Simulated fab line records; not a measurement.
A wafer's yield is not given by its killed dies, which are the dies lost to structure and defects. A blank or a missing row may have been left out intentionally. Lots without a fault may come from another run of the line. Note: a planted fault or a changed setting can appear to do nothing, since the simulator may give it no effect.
Which of the tools did it? | flow n5Finfet | 72 wafers from 24 lots sampled at 6 of the route's 1938 steps

== WHAT EACH GAUGE READ, for each wafer ==
N5_HKMG_FIN_THK_MEAS_70: measures by xrf.
lot  | measured    | on           | HK_THK (nm)
L074 | day 4 03:59 | filmMetro-01 | 1.645 1.642 1.671
L075 | day 4 07:27 | filmMetro-02 | 1.592 1.616 1.645
L076 | day 4 13:47 | filmMetro-01 | 1.616 1.610 1.610
L077 | day 4 20:18 | filmMetro-01 | 1.617 1.623 1.649
L078 | day 5 03:40 | filmMetro-01 | 1.627 1.643 1.648
L079 | day 5 07:25 | filmMetro-02 | 1.653 1.558 1.614
L080 | day 5 14:29 | filmMetro-01 | 1.656 1.637 1.628
L081 | day 5 19:37 | filmMetro-02 | 1.649 1.658 1.609
L082 | day 6 02:25 | filmMetro-02 | 1.598 1.593 1.620
L083 | day 6 08:38 | filmMetro-01 | 1.649 1.650 1.641
L084 | day 6 14:18 | filmMetro-02 | 1.627 1.615 1.589
L085 | day 6 20:49 | filmMetro-01 | 1.622 1.633 1.641
L086 | day 7 04:48 | filmMetro-02 | 1.640 1.609 1.622
L087 | day 7 08:49 | filmMetro-02 | 1.634 1.600 1.571
L088 | day 7 13:53 | filmMetro-02 | 1.596 1.682 1.661
L089 | day 7 20:13 | filmMetro-02 | 1.606 1.619 1.642
L090 | day 8 01:04 | filmMetro-01 | 1.620 1.634 1.634
L091 | day 8 10:25 | filmMetro-02 | 1.624 1.615 1.568
L092 | day 8 14:49 | filmMetro-01 | 1.642 1.644 1.640
L093 | day 8 22:22 | filmMetro-02 | 1.598 1.604 1.619
L094 | day 9 04:22 | filmMetro-02 | 1.625 1.591 1.624
L095 | day 9 14:19 | filmMetro-02 | 1.587 1.626 1.638
L096 | day 9 16:01 | filmMetro-01 | 1.654 1.637 1.651
L097 | day 9 22:22 | filmMetro-01 | 1.613 1.636 1.625

== WHAT TOOL EACH LOT RAN ON (gives the tool, then ch and the chambers of the sampled wafers, and finally the start) ==
lot  | N5_SDB_ALD_29                   | N5_DUMMY_REMOVAL_STRIP_10        | N5_HKMG_FIN_HK_ANNEAL_02       | N5_HKMG_FIN_ALD_75             | N5_HKMG_FIN_STRIP_93
L074 | aldSin-02 ch 0,2,3, day 3 20:45 | rieDiel-04 ch 0,3, day 4 00:07   | rtpAnneal-01 ch 0, day 4 00:52 | aldHk-01 ch 1,2,3, day 4 01:09 | rieDiel-03 ch 0,1,3, day 4 02:19
L075 | aldSin-01 ch 1,2,3, day 4 00:22 | rieDiel-05 ch 0,1,3, day 4 03:29 | rtpAnneal-01 ch 0, day 4 04:12 | aldHk-03 ch 0,1,3, day 4 04:29 | rieDiel-01 ch 1,2,3, day 4 05:46
L076 | aldSin-01 ch 0,1,2, day 4 06:28 | rieDiel-06 ch 0,1,2, day 4 09:37 | rtpAnneal-02 ch 0, day 4 10:29 | aldHk-01 ch 1,3, day 4 10:46   | rieDiel-01 ch 0,1,2, day 4 11:56
L077 | aldSin-01 ch 0,1,2, day 4 13:13 | rieDiel-06 ch 1,2, day 4 16:20   | rtpAnneal-02 ch 0, day 4 17:05 | aldHk-01 ch 0,2,3, day 4 17:20 | rieDiel-03 ch 0,1,2, day 4 18:37
L078 | aldSin-02 ch 0,1,2, day 4 20:26 | rieDiel-05 ch 0,2,3, day 4 23:40 | rtpAnneal-01 ch 0, day 5 00:23 | aldHk-03 ch 0,1,3, day 5 00:41 | rieDiel-02 ch 1,3, day 5 02:00
L079 | aldSin-02 ch 1,2, day 5 00:07   | rieDiel-04 ch 0,1, day 5 03:14   | rtpAnneal-01 ch 0, day 5 03:59 | aldHk-03 ch 0,3, day 5 04:16   | rieDiel-02 ch 0,1,3, day 5 05:44
L080 | aldSin-01 ch 1,2,3, day 5 07:19 | rieDiel-04 ch 0,1,3, day 5 10:28 | rtpAnneal-02 ch 0, day 5 11:10 | aldHk-03 ch 1,2,3, day 5 11:28 | rieDiel-03 ch 0,1,2, day 5 12:38
L081 | aldSin-04 ch 0,2,3, day 5 14:00 | rieDiel-05 ch 0,1,3, day 5 15:46 | rtpAnneal-02 ch 0, day 5 16:34 | aldHk-03 ch 1,2, day 5 16:46   | rieDiel-02 ch 0,1,3, day 5 17:58
L082 | aldSin-01 ch 0,1,2, day 5 19:13 | rieDiel-06 ch 0,3, day 5 22:20   | rtpAnneal-02 ch 0, day 5 23:09 | aldHk-01 ch 0,1,3, day 5 23:26 | rieDiel-01 ch 2,3, day 6 00:43
L083 | aldSin-04 ch 1,2,3, day 6 01:32 | rieDiel-04 ch 1,2, day 6 04:40   | rtpAnneal-02 ch 0, day 6 05:25 | aldHk-03 ch 0,1,3, day 6 05:41 | rieDiel-01 ch 0,1,2, day 6 06:58
L084 | aldSin-02 ch 0,1,3, day 6 06:50 | rieDiel-04 ch 1,3, day 6 09:58   | rtpAnneal-01 ch 0, day 6 10:43 | aldHk-01 ch 0,1,3, day 6 11:00 | rieDiel-03 ch 0,1,3, day 6 12:29
L085 | aldSin-01 ch 2,3, day 6 13:49   | rieDiel-04 ch 1,2,3, day 6 16:56 | rtpAnneal-02 ch 0, day 6 17:41 | aldHk-02 ch 1,3, day 6 17:58   | rieDiel-03 ch 0,2,3, day 6 19:08
L086 | aldSin-04 ch 1,2,3, day 6 21:23 | rieDiel-04 ch 1, day 7 00:32     | rtpAnneal-01 ch 0, day 7 01:18 | aldHk-02 ch 1,2, day 7 01:40   | rieDiel-03 ch 0,1,2, day 7 03:07
L087 | aldSin-04 ch 0,1,2, day 7 01:34 | rieDiel-05 ch 0,1,3, day 7 04:44 | rtpAnneal-01 ch 0, day 7 05:35 | aldHk-02 ch 1,2, day 7 05:52   | rieDiel-02 ch 0,1, day 7 07:09
L088 | aldSin-04 ch 0,1,3, day 7 06:19 | rieDiel-05 ch 1,2, day 7 09:34   | rtpAnneal-01 ch 0, day 7 10:23 | aldHk-03 ch 0,3, day 7 10:41   | rieDiel-02 ch 0,2,3, day 7 11:58
L089 | aldSin-01 ch 0,2,3, day 7 13:13 | rieDiel-06 ch 0,1, day 7 16:20   | rtpAnneal-01 ch 0, day 7 17:05 | aldHk-01 ch 0,1, day 7 17:22   | rieDiel-01 ch 1,3, day 7 18:32
L090 | aldSin-02 ch 0,1,2, day 7 17:46 | rieDiel-04 ch 0,2, day 7 20:53   | rtpAnneal-01 ch 0, day 7 21:35 | aldHk-01 ch 0,3, day 7 21:53   | rieDiel-03 ch 0,1,3, day 7 23:16
L091 | aldSin-02 ch 0,1,2, day 8 03:08 | rieDiel-05 ch 0,1, day 8 06:16   | rtpAnneal-01 ch 0, day 8 06:58 | aldHk-01 ch 2,3, day 8 07:16   | rieDiel-01 ch 0,2,3, day 8 08:32
L092 | aldSin-01 ch 0,1,2, day 8 07:35 | rieDiel-06 ch 1,2,3, day 8 10:49 | rtpAnneal-02 ch 0, day 8 11:31 | aldHk-02 ch 0,1,2, day 8 11:53 | rieDiel-03 ch 0,3, day 8 13:07
L093 | aldSin-02 ch 1,2,3, day 8 15:23 | rieDiel-04 ch 0,3, day 8 18:30   | rtpAnneal-01 ch 0, day 8 19:14 | aldHk-02 ch 1,3, day 8 19:30   | rieDiel-02 ch 0,2, day 8 20:40
L094 | aldSin-02 ch 0,1,2, day 8 21:11 | rieDiel-05 ch 0,1,3, day 9 00:19 | rtpAnneal-02 ch 0, day 9 01:03 | aldHk-02 ch 1,2, day 9 01:19   | rieDiel-02 ch 2,3, day 9 02:40
L095 | aldSin-02 ch 0,1, day 9 07:14   | rieDiel-06 ch 0,2,3, day 9 10:22 | rtpAnneal-01 ch 0, day 9 11:10 | aldHk-02 ch 0,1, day 9 11:24   | rieDiel-03 ch 1,3, day 9 12:38
L096 | aldSin-01 ch 2,3, day 9 07:47   | rieDiel-05 ch 2,3, day 9 10:55   | rtpAnneal-01 ch 0, day 9 12:41 | aldHk-02 ch 0,1,3, day 9 12:59 | rieDiel-03 ch 1,2,3, day 9 14:19
L097 | aldSin-04 ch 0,1,2, day 9 15:17 | rieDiel-06 ch 0,1,3, day 9 18:24 | rtpAnneal-02 ch 0, day 9 19:12 | aldHk-01 ch 0,2,3, day 9 19:24 | rieDiel-03 ch 1,2,3, day 9 20:35
- N5_SDB_ALD_29: deposits SiNx, target thk 30 nm, pulse time 1 s, ald cycles 600.
- N5_DUMMY_REMOVAL_STRIP_10: strips in N2/H2, time 40 s.
- N5_HKMG_FIN_HK_ANNEAL_02: time 30 s.
- N5_HKMG_FIN_ALD_75: deposits Al2O3, target thk 1 nm, co reactant pulse time 1 s.
- N5_HKMG_FIN_STRIP_93: strips SOC in N2/H2, time 20 s.

== AS READ BY THE TOOLS THEMSELVES (means over the sampled wafers that have a number; for cases with no such wafer, the mark the record gives instead) ==
N5_SDB_ALD_29.
lot  | tool      | chamberPressureTorr (Torr) | heaterPowerW (W) | precursorPulseHeightRel
L074 | aldSin-02 | 2.005                      | 779              | 0.995
L075 | aldSin-01 | 1.999                      | 880              | 1.005
L076 | aldSin-01 | 2.003                      | 801              | 0.996
L077 | aldSin-01 | 2.003                      | 808              | 1.001
L078 | aldSin-02 | 1.996                      | 793              | 1.000
L079 | aldSin-02 | 1.997                      | 797              | 0.995
L080 | aldSin-01 | 2.000                      | 856              | 1.003
L081 | aldSin-04 | 2.005                      | 793              | 1.004
L082 | aldSin-01 | 1.998                      | 772              | 0.976
L083 | aldSin-04 | 1.999                      | 886              | 0.988
L084 | aldSin-02 | 2.001                      | 780              | 1.006
L085 | aldSin-01 | 1.996                      | 826              | 1.016
L086 | aldSin-04 | 1.997                      | 877              | 1.000
L087 | aldSin-04 | 1.997                      | 841              | 1.001
L088 | aldSin-04 | 1.997                      | 862              | 0.988
L089 | aldSin-01 | 1.997                      | 826              | 1.001
L090 | aldSin-02 | 2.001                      | 803              | 0.997
L091 | aldSin-02 | 2.003                      | 787              | 0.996
L092 | aldSin-01 | 1.997                      | 787              | 0.993
L093 | aldSin-02 | 2.002                      | 787              | 0.998
L094 | aldSin-02 | 1.998                      | 801              | 1.014
L095 | aldSin-02 | 2.003                      | 796              | 0.997
L096 | aldSin-01 | 2.001                      | 897              | 1.008
L097 | aldSin-04 | 1.995                      | 830              | 1.010

N5_DUMMY_REMOVAL_STRIP_10.
lot  | tool       | drypumpMotorCurrentA (A) | oesProductAu (a.u.) | rfVppV (V) | showerheadPlenumPTorr (Torr) | throttleValvePct (%)
L074 | rieDiel-04 | 5.1                      | 0.69                | 45.6       | 3.32                         | 12.37
L075 | rieDiel-05 | 5.5                      | 0.78                | 45.6       | 3.40                         | 12.19
L076 | rieDiel-06 | 5.6                      | 0.74                | 44.3       | 3.28                         | 12.54
L077 | rieDiel-06 | 6.1                      | 0.72                | 45.2       | 3.21                         | 12.45
L078 | rieDiel-05 | 5.6                      | 0.79                | 45.6       | 3.40                         | 12.20
L079 | rieDiel-04 | 5.5                      | 0.73                | 44.2       | 3.35                         | 12.55
L080 | rieDiel-04 | 5.3                      | 0.70                | 44.6       | 3.33                         | 12.49
L081 | rieDiel-05 | 5.6                      | 0.77                | 44.9       | 3.39                         | 12.21
L082 | rieDiel-06 | 4.9                      | 0.77                | 45.4       | 3.36                         | 12.48
L083 | rieDiel-04 | 5.3                      | 0.80                | 44.9       | 3.39                         | 12.34
L084 | rieDiel-04 | 5.0                      | 0.68                | 45.3       | 3.32                         | 12.31
L085 | rieDiel-04 | 5.1                      | 0.77                | 45.2       | 3.37                         | 12.27
L086 | rieDiel-04 | 5.4                      | 0.72                | 45.3       | 3.35                         | 12.48
L087 | rieDiel-05 | 5.5                      | 0.77                | 45.9       | 3.38                         | 12.24
L088 | rieDiel-05 | 5.8                      | 0.84                | 44.8       | 3.41                         | 12.03
L089 | rieDiel-06 | 5.9                      | 0.84                | 45.8       | 3.50                         | 12.21
L090 | rieDiel-04 | 5.5                      | 0.94                | 44.6       | 3.37                         | 12.14
L091 | rieDiel-05 | 5.6                      | 0.80                | 45.8       | 3.36                         | 12.17
L092 | rieDiel-06 | 5.6                      | 0.85                | 45.6       | 3.38                         | 12.07
L093 | rieDiel-04 | 5.1                      | 0.97                | 45.6       | 3.31                         | 11.78
L094 | rieDiel-05 | 5.6                      | 0.75                | 44.7       | 3.38                         | 12.28
L095 | rieDiel-06 | 5.2                      | 0.77                | 45.5       | 3.31                         | 12.39
L096 | rieDiel-05 | 5.8                      | 0.77                | 45.6       | 3.43                         | 12.14
L097 | rieDiel-06 | 5.4                      | 0.81                | 45.6       | 3.41                         | 12.23

N5_HKMG_FIN_HK_ANNEAL_02.
lot  | tool         | lampPowerPct (%) | wafer_temp_C_max
L074 | rtpAnneal-01 | 8.84             | 702.4
L075 | rtpAnneal-01 | 8.84             | 702.7
L076 | rtpAnneal-02 | 8.83             | 702.4
L077 | rtpAnneal-02 | 8.83             | 703.3
L078 | rtpAnneal-01 | 8.78             | 702.8
L079 | rtpAnneal-01 | 8.89             | 702.7
L080 | rtpAnneal-02 | 8.77             | 703.9
L081 | rtpAnneal-02 | 8.80             | 703.4
L082 | rtpAnneal-02 | 8.80             | 703.3
L083 | rtpAnneal-02 | 8.83             | 702.8
L084 | rtpAnneal-01 | 8.79             | 703.5
L085 | rtpAnneal-02 | 8.79             | 702.5
L086 | rtpAnneal-01 | 8.87             | 702.4
L087 | rtpAnneal-01 | 8.82             | 702.2
L088 | rtpAnneal-01 | 8.83             | 702.5
L089 | rtpAnneal-01 | 8.85             | 702.8
L090 | rtpAnneal-01 | 8.81             | 702.9
L091 | rtpAnneal-01 | 8.85             | 703.3
L092 | rtpAnneal-02 | 8.79             | 703.1
L093 | rtpAnneal-01 | 8.82             | 702.5
L094 | rtpAnneal-02 | 8.81             | 702.9
L095 | rtpAnneal-01 | 8.81             | 702.8
L096 | rtpAnneal-01 | 8.81             | 702.4
L097 | rtpAnneal-02 | 8.78             | 702.5

N5_HKMG_FIN_ALD_75.
lot  | tool     | heaterPowerW (W) | precursorPulseHeightRel
L074 | aldHk-01 | 138              | 0.989
L075 | aldHk-03 | 149              | 1.017
L076 | aldHk-01 | 140              | 1.006
L077 | aldHk-01 | 140              | 1.016
L078 | aldHk-03 | 147              | 1.010
L079 | aldHk-03 | 135              | 0.996
L080 | aldHk-03 | 153              | 0.997
L081 | aldHk-03 | 165              | 0.995
L082 | aldHk-01 | 140              | 1.002
L083 | aldHk-03 | 146              | 0.984
L084 | aldHk-01 | 139              | 0.996
L085 | aldHk-02 | 175              | 0.991
L086 | aldHk-02 | 156              | 1.002
L087 | aldHk-02 | 165              | 0.996
L088 | aldHk-03 | 135              | 1.013
L089 | aldHk-01 | 145              | 1.005
L090 | aldHk-01 | 141              | 0.989
L091 | aldHk-01 | 128              | 0.986
L092 | aldHk-02 | 161              | 1.004
L093 | aldHk-02 | 171              | 1.011
L094 | aldHk-02 | 157              | 1.002
L095 | aldHk-02 | 165              | 1.002
L096 | aldHk-02 | 168              | 1.010
L097 | aldHk-01 | 139              | 1.002

N5_HKMG_FIN_STRIP_93.
lot  | tool       | drypumpMotorCurrentA (A) | oesProductAu (a.u.) | rfVppV (V) | showerheadPlenumPTorr (Torr) | throttleValvePct (%)
L074 | rieDiel-03 | 5.9                      | 0.77                | 54.3       | 3.31                         | 19.1
L075 | rieDiel-01 | 5.7                      | 0.83                | 53.9       | 3.38                         | 18.9
L076 | rieDiel-01 | 5.7                      | 0.81                | 54.3       | 3.38                         | 18.6
L077 | rieDiel-03 | 5.7                      | 0.72                | 53.8       | 3.29                         | 18.9
L078 | rieDiel-02 | 6.1                      | 0.75                | 53.4       | 3.27                         | 19.0
L079 | rieDiel-02 | 5.8                      | 0.76                | 54.2       | 3.28                         | 19.1
L080 | rieDiel-03 | 5.7                      | 0.72                | 54.5       | 3.28                         | 18.9
L081 | rieDiel-02 | 5.8                      | 0.75                | 54.1       | 3.28                         | 19.2
L082 | rieDiel-01 | 5.3                      | 0.88                | 54.5       | 3.34                         | 18.8
L083 | rieDiel-01 | 5.7                      | 0.79                | 54.2       | 3.38                         | 18.6
L084 | rieDiel-03 | 5.9                      | 0.74                | 53.4       | 3.30                         | 19.1
L085 | rieDiel-03 | 5.7                      | 0.76                | 54.1       | 3.31                         | 18.8
L086 | rieDiel-03 | 5.7                      | 0.70                | 53.7       | 3.28                         | 18.9
L087 | rieDiel-02 | 5.6                      | 0.68                | 52.4       | 3.19                         | 19.1
L088 | rieDiel-02 | 5.6                      | 0.84                | 54.5       | 3.40                         | 19.3
L089 | rieDiel-01 | 5.9                      | 0.72                | 54.6       | 3.43                         | 19.4
L090 | rieDiel-03 | 5.9                      | 0.73                | 53.4       | 3.30                         | 19.1
L091 | rieDiel-01 | 5.6                      | 0.77                | 54.4       | 3.40                         | 18.9
L092 | rieDiel-03 | 5.6                      | 0.72                | 53.8       | 3.26                         | 19.2
L093 | rieDiel-02 | 5.2                      | 0.84                | 55.1       | 3.45                         | 19.4
L094 | rieDiel-02 | 6.0                      | 0.86                | 55.1       | 3.47                         | 19.2
L095 | rieDiel-03 | 6.1                      | 0.92                | 53.2       | 3.32                         | 18.8
L096 | rieDiel-03 | 5.9                      | 0.84                | 54.3       | 3.34                         | 18.7
L097 | rieDiel-03 | 5.9                      | 0.83                | 54.3       | 3.33                         | 18.7

== THE ANSWER, worked out from the rows above alone ==
Rule: usual is defined by the lots themselves. Put in order of their means at a reading, lots are off if they are a third of the lots or fewer, leave a main group of 4 or more, and stand apart from it by a gap of 3 or more times the standard deviation of the main group's means; of several such gaps the widest counts. A main group is skipped when, at the precision printed for the reading in the tables above, its means are all equal. A lot without any number at a reading at which 4 lots or more have one is off too. Any other lot the step has rows for is counted as sound. After the gauges, taken in route order, come the tools' own readings; for these a lot's mean is taken, as printed above. The first step at which some lot is off is used, and at that step the reading that is off furthest; a lot without a number counts as furthest.
None of the lots is off at any reading shown; this tells nothing.

== WHAT WAS PUT IN BY THE SIMULATOR ==
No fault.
